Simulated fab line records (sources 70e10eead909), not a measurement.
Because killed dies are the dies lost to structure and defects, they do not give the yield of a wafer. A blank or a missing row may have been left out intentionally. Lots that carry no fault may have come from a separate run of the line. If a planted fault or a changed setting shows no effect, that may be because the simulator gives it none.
A struck lot beside a sound one + flow nand harc + 15 out of 1302 route steps
Sound: wafers L791.1, L791.4, L791.5. Struck: wafer L800.6 (left out: L800.3, L800.5 of the same lot, which were not struck); the cause appears at the end.
Per side, at each step with rows, come the tool, then ch with its chambers, and then its first start. Under that, the readings that differ: sound wafers + struck wafers + difference of the means + sigmas: that difference in standard deviations of wafers without a fault.
alike: words and numbers the same on both sides, and readings whose means are apart by under 2 such deviations; not compared: readings that were withheld, readings missing a value for some wafer, numbers with overlapping values and no deviation given by the record, and bounds like >300 which may hide the same value.
The two part at a step that has a row with sigmas, a row that says differs or no value, or rows on one side only. Numbers that have no deviation but don't overlap get no sigmas and don't part them. A reading that every wafer of one side lacks parts them only if that side has two wafers or more.

first, 2 steps without rows for these wafers: NHARC_A_CHANNEL_HOLE_D2_ETCH_19 (etches the open film in C4F8/O2/Ar, time 34.5 s); NHARC_A_CHANNEL_HOLE_D2_ETCH_20 (etches the open film in C4F8/O2/Ar, time 361.9 s, target depth 1600 nm).
NHARC_A_CHANNEL_HOLE_D2_ETCH_21: etches the open film in C4F8/O2/Ar, time 514.3 s, target depth 1600 nm.
  sound on har etch-01 ch 0,1, day 17 05:17; struck on har etch-01 ch 0, day 20 12:44
  alike: drypump motor current A, mfc ar sccm, run length s, showerhead plenum p Torr, throttle valve pct
  not compared: rf hours counter h
then, 1 step without rows for these wafers: NHARC_A_CHANNEL_HOLE_D2_ETCH_22 (etches the open film in C4F8/O2/Ar, time 666.7 s, target depth 1600 nm).
NHARC_A_CHANNEL_HOLE_D2_ETCH_23: etches the open film in C4F8/O2/Ar, time 819 s, target depth 1600 nm.
  sound on har etch-01 ch 0,1, day 17 06:20; struck on har etch-01 ch 0, day 20 13:53
  alike: drypump motor current A, mfc ar sccm, run length s, showerhead plenum p Torr, throttle valve pct
  not compared: rf hours counter h
NHARC_A_CHANNEL_HOLE_D2_ETCH_24: etches the open film in C4F8/O2/Ar, time 906.2 s, target depth 1500 nm.
  sound on har etch-01 ch 0,1, day 17 07:02; struck on har etch-01 ch 0, day 20 14:37
  alike: drypump motor current A, mfc ar sccm, run length s, showerhead plenum p Torr, throttle valve pct
  not compared: rf hours counter h
NHARC_A_CHANNEL_HOLE_D2_ETCH_25: etches the open film in C4F8/O2/Ar, time 1040.2 s, target depth 1500 nm.
  sound on har etch-01 ch 0,1, day 17 07:50; struck on har etch-01 ch 0, day 20 15:26
  alike: drypump motor current A, mfc ar sccm, run length s, showerhead plenum p Torr, throttle valve pct
  not compared: rf hours counter h
then, 5 steps without rows for these wafers: NHARC_A_CHANNEL_HOLE_D2_ETCH_26 (etches the open film in C4F8/O2/Ar, time 224.1 s, target depth 300 nm); NHARC_A_CHANNEL_HOLE_D2_ETCH_27 (etches the open film in C4F8/O2/Ar, time 90 s, target depth 400 nm); NHARC_A_CHANNEL_HOLE_D2_STRIP_41 (strips in N2/H2); NHARC_A_CHANNEL_HOLE_D2_STRIP_42 (strips in CF4/CHF3); NHARC_A_CHANNEL_HOLE_D2_STRIP_43 (strips in O2/COS).
NHARC_A_CHANNEL_HOLE_D2_ETCH_44: etches the open film in CF4/O2, target depth 140 nm, overetch 14 nm, time 77 s.
  sound on rie diel-09 ch 0,2,3, day 17 09:34; struck on rie diel-12 ch 0, day 20 16:52
| reading                     | sound          | struck | difference | sigmas |
|-----------------------------|----------------|--------|------------|--------|
| drypump motor current A (A) | 5.5 5.8 5.5    | 6.7    | +1.1       | +2     |
| run length s (s)            | 98.4 97.8 98.7 | 92.5   | -5.8       | -11    |
  alike: mfc ar sccm, oes_f_703_au, oes product au, rf vpp V, showerhead plenum p Torr, throttle valve pct
  not compared: rf hours counter h
NHARC_A_CHANNEL_HOLE_D2_STRIP_28: strips in O2.
  sound on rie diel-09 ch 2,3; struck on rie diel-12 ch 3
  alike: drypump motor current A, mfc ar sccm, oes product au, rf vpp V, showerhead plenum p Torr, throttle valve pct
  not compared: rf hours counter h
-- the record jumps here: 12 days lie between the struck wafers' starts before and after (it left off in module A_CHANNEL_HOLE_D2 and takes up again in module END, whose first step shown is number 1302 of the route) --
NHARC_END_SORT_01:
  only the struck wafers appear in the record here, on prober-02 ch 0 at day 32 05:48; the sound ones have no rows

== WHERE THEY PART ==
Last at NHARC_END_SORT_01 as far as this record goes, first at NHARC_A_CHANNEL_HOLE_D2_ETCH_44.

WHY: what the simulator had put in
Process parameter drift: rie diel-12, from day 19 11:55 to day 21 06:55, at NHARC_A_CHANNEL_HOLE_D2_ETCH_44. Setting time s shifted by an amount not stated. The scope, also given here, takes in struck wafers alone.
